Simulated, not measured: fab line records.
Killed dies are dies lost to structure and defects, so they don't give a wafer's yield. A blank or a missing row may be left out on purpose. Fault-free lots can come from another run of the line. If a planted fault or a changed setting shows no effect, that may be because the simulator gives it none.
Chamber matching | flow nand-harc | NHARC_A_M0_DEP_32 on pecvd-01 has 3 sister chambers
The step deposits SiCN, target thk 30 nm. 27 wafers are shown with their chamber, then 12 later ones without.

WAFERS, EACH WITH ITS CHAMBER
wafer  | chamber | heater-power-w (W)
L074.1 | 0       | 559
L074.2 | 2       | 453
L074.6 | 1       | 537
L076.2 | 1       | 625
L076.3 | 2       | 514
L076.6 | 2       | 500
L076.1 | 0       | 555
L076.4 | 1       | 618
L076.5 | 0       | 556
L079.3 | 2       | 527
L079.5 | 0       | 529
L079.6 | 2       | 506
L079.1 | 0       | 534
L079.2 | 1       | 560
L079.4 | 1       | 558
L082.1 | 0       | 518
L082.3 | 2       | 516
L082.5 | 0       | 508
L087.1 | 1       | 573
L087.3 | 0       | 527
L087.5 | 2       | 522
L090.2 | 2       | 519
L090.4 | 2       | 512
L090.6 | 0       | 506
L091.1 | 2       | 506
L091.3 | 0       | 540
L091.6 | 0       | 550

SIGNATURES (means of the wafers above)
reading        | chamber 0 | chamber 1 | chamber 2 | scatter within a chamber
heater-power-w | 534.73    | 578.50    | 507.50    | 23.9
Rule: for each reading, subtract the chamber's mean from the wafer's reading, divide by that reading's scatter and square the result; add these up over the readings and take the root, which gives the wafer's distance from the chamber. The wafer belongs to the nearest chamber; if the next one is less than 2 further off, it can't be placed. How the scatter is found: for the shown wafers, subtract from each reading the mean of its chamber, square and add these, divide the total by (wafers less chambers), then take the root.

WAFERS MISSING THEIR CHAMBER
wafer  | heater-power-w (W)
L093.1 | 509
L093.2 | 468
L093.3 | 549
L094.3 | 596
L094.4 | 594
L094.6 | 515
L096.2 | 463
L096.3 | 556
L096.5 | 464
L096.1 | 567
L096.4 | 464
L096.6 | 566

CHAMBER TAKEN BY EACH
wafer  | from the rows above          | in truth
L093.1 | can't be placed: 2 or 0      | 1
L093.2 | can't be placed: 2 or 0      | 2
L093.3 | can't be placed: 0 or 1 or 2 | 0
L094.3 | can't be placed: 1 or 0      | 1
L094.4 | can't be placed: 1 or 0      | 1
L094.6 | can't be placed: 2 or 0      | 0
L096.2 | can't be placed: 2 or 0      | 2
L096.3 | can't be placed: 0 or 1 or 2 | 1
L096.5 | can't be placed: 2 or 0      | 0
L096.1 | can't be placed: 1 or 0      | 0
L096.4 | can't be placed: 2 or 0      | 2
L096.6 | can't be placed: 1 or 0 or 2 | 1
Placed correctly: 0 of 12. Unplaceable from these rows: 12, with the true chamber sitting among the candidates in 11. 0 placed wrongly.
